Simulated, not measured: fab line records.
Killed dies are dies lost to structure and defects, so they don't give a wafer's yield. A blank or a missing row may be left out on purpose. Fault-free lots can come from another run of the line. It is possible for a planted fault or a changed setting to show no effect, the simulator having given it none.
fab line records ; flow n5_finfet ; part 2 of 2: steps 5 to 6 of 6
[record] lots = 22; wafers = 66; last_day = 18
route steps=1938 shown FIN_SAQP@97
lots with no fault: from the same line, run without faults
start_h: start of the lot's first displayed wafer, in hours after the record's first day ; wait_h: hours elapsed since this lot's preceding step ; " repeats the value in the row above ; L1.1+2: one row covering several wafers at once ; - no value, or no start was given ; * or withheld: withheld ; < > ~ a bound
route shown NAME@n: NAME is a module with steps in the file, n the number in the route of the first one ; usual: mean/standard deviation of fault-free wafers ; same: alike in all rows ; chamber/n: place in a boat ; sites: each site's reading ; _std_site: their standard deviation ; _edge_site: mean of outer sites minus mean of inner sites ; radius_mm: for every site, how far away it sits from the centre of the wafer ; mask NAME#n: copy n ; behind: tool/chamber where the wafer was last shaped ; hold: the reason the lot was held/the length of the hold in hours/how it ended ; device: transistor that didn't switch, given as n, p or np ; end of line: at the end of the route, the tests of the same wafers ; a step without rows: its recipe alone ; killed: count of dies lost to structure and defects at first sort (not the wafer's yield) ; map: per-die view of a wafer (x killed, . not killed, _ where there is no die)
set.NAME: the setting as run; set.NAME@STEP: as run at that earlier step ; model.NAME: the simulator's own value behind a step, which no gauge read
route steps across a sampled set of lots; one table per step, one row per wafer
services: from which hour (start_h, from the record's first day; less than 0 if before it) a tool's chamber was out of use, for how many hours, and why
[[steps]]
[step N5_FIN_SAQP_ETCH_67]
[recipe] chemistry = CH3F/O2; target = SiNx; target_depth_a = 300; mask_material = SOC; pressure_mtorr = 30; source_w = 395; bias_w = 73; Ar_flow_sccm = 150; CH3F_flow_sccm = 30; O2_flow_sccm = 20; ion_energy_ev = 120
[usual] drypump_motor_current_A = 5.7/0.5; oes_product_au = 0.77/0.088; rf_vpp_V = 300/7.8; showerhead_plenum_p_Torr = 1.96/0.079; throttle_valve_pct = 16.39/0.21
lot.wafer;tool;chamber;start_h;wait_h;drypump_motor_current_A;oes_product_au;rf_hours_counter_h;rf_vpp_V;showerhead_plenum_p_Torr;throttle_valve_pct
L074.2;rie_diel-05;3;24.48;0.0;5.9;0.90;39;299;2.13;16.12
L074.3;rie_diel-05;2;24.48;0.0;6.3;0.80;122;301;1.93;16.14
L074.5;rie_diel-05;3;24.48;0.0;5.9;0.90;-;298;2.13;16.14
L075.3;rie_diel-04;1;30.83;0.0;4.9;0.74;140;310;1.92;16.47
L075.5;rie_diel-04;1;30.83;0.0;4.9;0.75;-;310;1.92;16.46
L075.6;rie_diel-04;0;30.83;0.0;5.5;0.72;-;293;2.05;16.20
L077.3;rie_diel-04;1;43.35;0.0;4.9;0.75;145;310;1.92;16.48
L077.4;rie_diel-04;2;43.35;0.0;6.1;0.72;168;284;1.91;16.62
L077.6;rie_diel-04;3;43.35;0.0;5.3;0.75;-;298;1.91;16.44
L078.1;rie_diel-03;3;50.80;0.0;5.3;0.75;159;295;1.98;16.30
L078.3;rie_diel-03;2;50.80;0.0;5.2;0.85;80;302;1.95;16.30
L078.5;rie_diel-03;3;50.80;0.0;5.3;0.75;-;296;1.98;16.31
L079.4;rie_diel-04;2;54.33;0.0;6.2;0.73;171;287;1.91;16.63
L079.5;rie_diel-04;1;54.33;0.0;4.9;0.74;-;307;1.92;16.50
L079.6;rie_diel-04;0;54.33;0.0;5.5;0.72;-;295;2.05;16.21
L080.2;rie_diel-03;2;61.79;0.0;5.2;0.84;86;302;1.95;16.30
L080.3;rie_diel-03;1;61.79;0.0;6.0;0.81;93;297;1.95;16.65
L080.4;rie_diel-03;3;61.79;0.0;5.4;0.74;-;298;1.98;16.29
L081.1;rie_diel-03;3;67.11;0.0;5.4;0.74;167;296;1.98;16.30
L081.2;rie_diel-03;0;67.11;0.0;5.5;1.00;2;299;2.15;16.03
L081.6;rie_diel-03;1;67.11;0.0;6.0;0.81;-;299;1.95;16.66
L082.1;rie_diel-05;0;73.48;0.0;5.8;0.67;235;302;1.95;16.40
L082.4;rie_diel-05;3;73.48;0.0;6.0;0.88;58;299;2.13;16.15
L082.6;rie_diel-05;3;73.48;0.0;5.9;0.87;-;298;2.13;16.18
L083.4;rie_diel-03;2;79.26;0.0;5.2;0.85;88;301;1.95;16.31
L083.5;rie_diel-03;0;79.26;0.0;5.5;0.96;-;300;2.15;16.04
L083.6;rie_diel-03;1;79.26;0.0;6.0;0.79;-;296;1.95;16.68
L084.4;rie_diel-03;2;84.88;0.0;5.2;0.84;90;302;1.95;16.32
L084.5;rie_diel-03;1;84.88;0.0;6.1;0.80;-;299;1.95;16.69
L084.6;rie_diel-03;0;84.88;0.0;5.5;0.96;-;299;2.15;16.05
L085.1;rie_diel-05;1;90.32;0.0;6.5;0.66;222;314;1.88;16.55
L085.4;rie_diel-05;0;90.32;0.0;5.8;0.67;241;301;1.95;16.43
L085.5;rie_diel-05;2;90.32;0.0;6.2;0.77;-;301;1.92;16.17
L086.2;rie_diel-03;3;99.23;0.0;5.4;0.73;178;298;1.97;16.33
L086.3;rie_diel-03;0;99.23;0.0;5.5;0.95;13;297;2.15;16.08
L086.6;rie_diel-03;2;99.23;0.0;5.2;0.83;-;301;1.94;16.32
L087.2;rie_diel-04;1;106.54;0.0;4.9;0.72;162;308;1.92;16.51
L087.4;rie_diel-04;0;106.54;0.0;5.5;0.69;242;294;2.04;16.24
L087.5;rie_diel-04;0;106.54;0.0;5.5;0.70;-;296;2.04;16.23
L088.1;rie_diel-04;2;108.73;0.0;6.2;0.71;188;284;1.91;16.65
L088.2;rie_diel-04;0;108.73;0.0;5.5;0.69;243;295;2.04;16.25
L088.4;rie_diel-04;1;108.73;0.0;4.9;0.72;163;309;1.92;16.52
L089.2;rie_diel-04;1;114.61;0.0;4.9;0.72;165;309;1.92;16.53
L089.4;rie_diel-04;0;114.61;0.0;5.5;0.69;245;294;2.04;16.26
L089.5;rie_diel-04;2;114.61;0.0;6.1;0.70;-;284;1.90;16.68
L090.1;rie_diel-05;0;120.54;0.0;5.8;0.65;252;302;1.94;16.43
L090.4;rie_diel-05;3;120.54;0.0;6.0;0.85;76;298;2.12;16.19
L090.5;rie_diel-05;0;120.54;0.0;5.8;0.66;-;301;1.94;16.44
L091.2;rie_diel-05;1;127.53;0.0;6.5;0.66;236;314;1.87;16.59
L091.3;rie_diel-05;2;127.53;0.0;6.3;0.76;160;299;1.92;16.18
L091.5;rie_diel-05;1;127.53;0.0;6.5;0.66;-;314;1.87;16.60
L092.2;rie_diel-04;3;132.76;0.0;5.3;0.72;234;299;1.90;16.49
L092.4;rie_diel-04;2;132.76;0.0;6.2;0.70;-;285;1.90;16.69
L092.6;rie_diel-04;1;132.76;0.0;4.9;0.73;-;309;1.92;16.52
L093.1;rie_diel-04;3;138.36;0.0;5.3;0.72;236;299;1.90;16.49
L093.2;rie_diel-04;1;138.36;0.0;4.9;0.71;171;309;1.91;16.53
L093.3;rie_diel-04;2;138.36;0.0;6.2;0.69;201;284;1.90;16.68
L095.2;rie_diel-05;1;151.28;0.0;6.5;0.65;246;312;1.87;16.61
L095.3;rie_diel-05;3;151.28;0.0;5.9;0.85;88;298;2.12;16.23
L095.4;rie_diel-05;3;151.28;0.0;6.0;0.85;-;297;2.12;16.25
L096.2;rie_diel-05;0;157.95;0.0;5.8;0.99;0;300;1.94;15.93
L096.3;rie_diel-05;3;157.95;0.0;5.9;0.85;91;299;2.12;16.24
L096.6;rie_diel-05;1;157.95;0.0;6.5;0.66;-;315;1.87;16.62
L097.2;rie_diel-04;3;165.86;0.0;5.3;0.71;247;297;1.89;16.51
L097.4;rie_diel-04;1;165.86;0.0;4.9;0.71;181;309;1.91;16.56
L097.6;rie_diel-04;1;165.86;0.0;4.9;0.71;-;308;1.91;16.57
[step N5_FIN_SAQP_STRIP_77]
[recipe] chemistry = N2/H2; time_s = 90; power_w = 100; temp_c = 40; pressure_mtorr = 100; rf_frequency_hz = 6e+07; bias_power_w = 3; n2_flow_sccm = 300; h2_flow_sccm = 300
[usual] drypump_motor_current_A = 5.7/0.49; oes_product_au = 0.76/0.089; rf_vpp_V = 45.1/0.85; showerhead_plenum_p_Torr = 3.32/0.14; throttle_valve_pct = 12.26/0.23
lot.wafer;tool;chamber;start_h;wait_h;drypump_motor_current_A;oes_product_au;rf_hours_counter_h;rf_vpp_V;showerhead_plenum_p_Torr;throttle_valve_pct
L074.2;rie_diel-03;2;25.49;0.0;5.2;0.86;74;45.0;3.28;12.02
L074.3;rie_diel-03;3;25.49;0.0;5.4;0.76;151;44.5;3.38;12.29
L074.5;rie_diel-03;1;25.49;0.0;6.0;0.83;-;43.3;3.24;12.16
L075.3;rie_diel-05;2;32.78;0.0;6.3;0.80;125;43.5;3.29;12.09
L075.5;rie_diel-05;0;32.78;0.0;5.8;0.68;-;44.7;3.32;12.37
L075.6;rie_diel-05;3;32.78;0.0;6.0;0.90;-;46.1;3.61;11.97
L077.3;rie_diel-04;2;44.58;0.0;6.1;0.74;169;44.6;3.23;12.52
L077.4;rie_diel-04;0;44.58;0.0;5.5;0.71;220;45.0;3.48;12.34
L077.6;rie_diel-04;3;44.58;0.0;5.4;0.74;-;45.5;3.20;12.24
L078.1;rie_diel-05;2;51.85;0.0;6.3;0.79;132;44.5;3.28;12.12
L078.3;rie_diel-05;3;51.85;0.0;6.0;0.90;49;46.1;3.60;12.01
L078.5;rie_diel-05;3;51.85;0.0;6.0;0.89;-;44.7;3.60;11.98
L079.4;rie_diel-05;3;55.35;0.0;6.0;0.88;51;46.9;3.60;11.98
L079.5;rie_diel-05;0;55.35;0.0;5.8;0.67;-;45.4;3.31;12.38
L079.6;rie_diel-05;3;55.35;0.0;6.0;0.89;-;46.3;3.60;11.99
L080.2;rie_diel-03;1;62.72;0.0;6.1;0.80;93;45.0;3.23;12.19
L080.3;rie_diel-03;0;62.72;0.0;5.5;1.02;0;45.6;3.59;11.69
L080.4;rie_diel-03;2;62.72;0.0;5.2;0.83;87;44.4;3.28;12.03
L081.1;rie_diel-03;0;68.07;0.0;5.5;0.98;2;45.3;3.59;11.68
L081.2;rie_diel-03;3;68.07;0.0;5.4;0.74;167;46.6;3.37;12.31
L081.6;rie_diel-03;0;68.07;0.0;5.5;0.96;-;45.9;3.59;11.67
L082.1;rie_diel-05;3;74.39;0.0;6.0;0.88;58;45.8;3.60;12.00
L082.4;rie_diel-05;1;74.39;0.0;6.5;0.67;217;45.4;3.18;12.41
L082.6;rie_diel-05;2;74.39;0.0;6.3;0.79;-;44.7;3.28;12.13
L083.4;rie_diel-03;0;80.17;0.0;5.5;0.95;7;45.4;3.59;11.68
L083.5;rie_diel-03;1;80.17;0.0;6.1;0.79;-;44.4;3.23;12.20
L083.6;rie_diel-03;2;80.17;0.0;5.2;0.83;-;44.8;3.28;12.05
L084.4;rie_diel-04;2;85.92;0.0;6.1;0.72;181;44.7;3.22;12.56
L084.5;rie_diel-04;1;85.92;0.0;4.9;0.73;-;44.9;3.25;12.36
L084.6;rie_diel-04;2;85.92;0.0;6.2;0.71;-;45.6;3.22;12.54
L085.1;rie_diel-03;0;91.89;0.0;5.5;0.94;11;46.5;3.59;11.71
L085.4;rie_diel-03;1;91.89;0.0;6.1;0.80;104;45.6;3.23;12.22
L085.5;rie_diel-03;2;91.89;0.0;5.2;0.84;-;44.4;3.27;12.05
L086.2;rie_diel-05;3;101.40;0.0;5.9;0.87;69;46.0;3.59;12.03
L086.3;rie_diel-05;0;101.40;0.0;5.8;0.67;245;45.2;3.30;12.41
L086.6;rie_diel-05;3;101.40;0.0;5.9;0.86;-;45.2;3.59;12.03
L087.2;rie_diel-04;3;108.18;0.0;5.3;0.72;223;43.2;3.19;12.30
L087.4;rie_diel-04;1;108.18;0.0;4.9;0.72;163;44.1;3.24;12.37
L087.5;rie_diel-04;1;108.18;0.0;4.9;0.72;-;46.4;3.24;12.37
L088.1;rie_diel-04;1;110.09;0.0;4.9;0.72;164;45.0;3.24;12.38
L088.2;rie_diel-04;0;110.09;0.0;5.5;0.68;243;45.2;3.47;12.40
L088.4;rie_diel-04;3;110.09;0.0;5.4;0.73;224;43.1;3.19;12.30
L089.2;rie_diel-05;0;115.62;0.0;5.8;0.66;251;42.8;3.30;12.44
L089.4;rie_diel-05;2;115.62;0.0;6.3;0.76;155;43.8;3.27;12.16
L089.5;rie_diel-05;3;115.62;0.0;6.0;0.86;-;44.6;3.59;12.05
L090.1;rie_diel-03;1;122.96;0.0;6.0;0.80;112;44.4;3.22;12.21
L090.4;rie_diel-03;2;122.96;0.0;5.2;0.81;103;45.2;3.27;12.07
L090.5;rie_diel-03;0;122.96;0.0;5.5;0.92;-;45.9;3.58;11.74
L091.2;rie_diel-05;2;128.55;0.0;6.3;0.76;160;45.7;3.27;12.19
L091.3;rie_diel-05;3;128.55;0.0;6.0;0.84;79;44.3;3.59;12.05
L091.5;rie_diel-05;3;128.55;0.0;6.0;0.85;-;45.6;3.59;12.07
L092.2;rie_diel-05;1;134.23;0.0;6.5;0.66;239;44.9;3.17;12.46
L092.4;rie_diel-05;3;134.23;0.0;5.9;0.84;-;45.8;3.58;12.07
L092.6;rie_diel-05;1;134.23;0.0;6.5;0.66;-;44.8;3.17;12.46
L093.1;rie_diel-04;2;139.27;0.0;6.2;0.69;202;45.7;3.21;12.61
L093.2;rie_diel-04;1;139.27;0.0;4.9;0.72;171;45.5;3.24;12.39
L093.3;rie_diel-04;3;139.27;0.0;5.3;0.71;237;44.5;3.18;12.33
L095.2;rie_diel-04;3;152.31;0.0;5.3;0.71;242;44.3;3.18;12.33
L095.3;rie_diel-04;2;152.31;0.0;6.1;0.70;207;45.0;3.21;12.62
L095.4;rie_diel-04;0;152.31;0.0;5.5;1.02;2;45.1;3.46;11.79
L096.2;rie_diel-04;3;159.04;0.0;5.3;0.71;245;44.7;3.18;12.34
L096.3;rie_diel-04;2;159.04;0.0;6.1;0.69;210;46.0;3.21;12.63
L096.6;rie_diel-04;1;159.04;0.0;4.9;0.71;-;43.1;3.24;12.40
L097.2;rie_diel-04;2;166.83;0.0;6.2;0.70;213;43.6;3.21;12.62
L097.4;rie_diel-04;1;166.83;0.0;4.9;0.71;182;44.3;3.23;12.41
L097.6;rie_diel-04;1;166.83;0.0;4.9;0.72;-;46.5;3.23;12.43
[[services]]
tool;chamber;start_h;hours;kind
rie_diel-05;3;3.18;8.7;repair
vapor_etch-01;-;6.57;15.6;pm
rie_diel-05;1;8.78;7.5;repair
rie_diel-03;3;13.81;4.1;repair
rie_diel-05;-;35.55;2.8;pm
rie_diel-05;0;42.15;4.9;repair
rie_diel-04;1;61.88;9.0;repair
rie_diel-03;2;66.09;10.9;repair
rie_diel-04;2;79.40;6.3;repair
rie_diel-03;1;106.97;6.5;repair
rie_diel-04;1;122.19;9.0;repair
rie_diel-05;0;125.61;4.7;repair
rie_diel-05;0;130.41;-;clean
rie_diel-05;0;130.41;-;consumable_replace:focus_ring
rie_diel-05;0;130.41;26.4;scheduled_down
rie_diel-05;0;130.41;26.4;vent_cycle
rie_diel-04;0;131.49;-;clean
rie_diel-04;0;131.49;-;consumable_replace:focus_ring
vapor_etch-01;0;150.40;1.8;repair
rie_diel-05;1;160.41;-;clean
rie_diel-05;1;160.41;-;consumable_replace:focus_ring
rie_diel-05;1;160.41;-;consumable_replace:showerhead
rie_diel-05;1;160.41;34.7;scheduled_down
rie_diel-05;1;160.41;34.7;vent_cycle
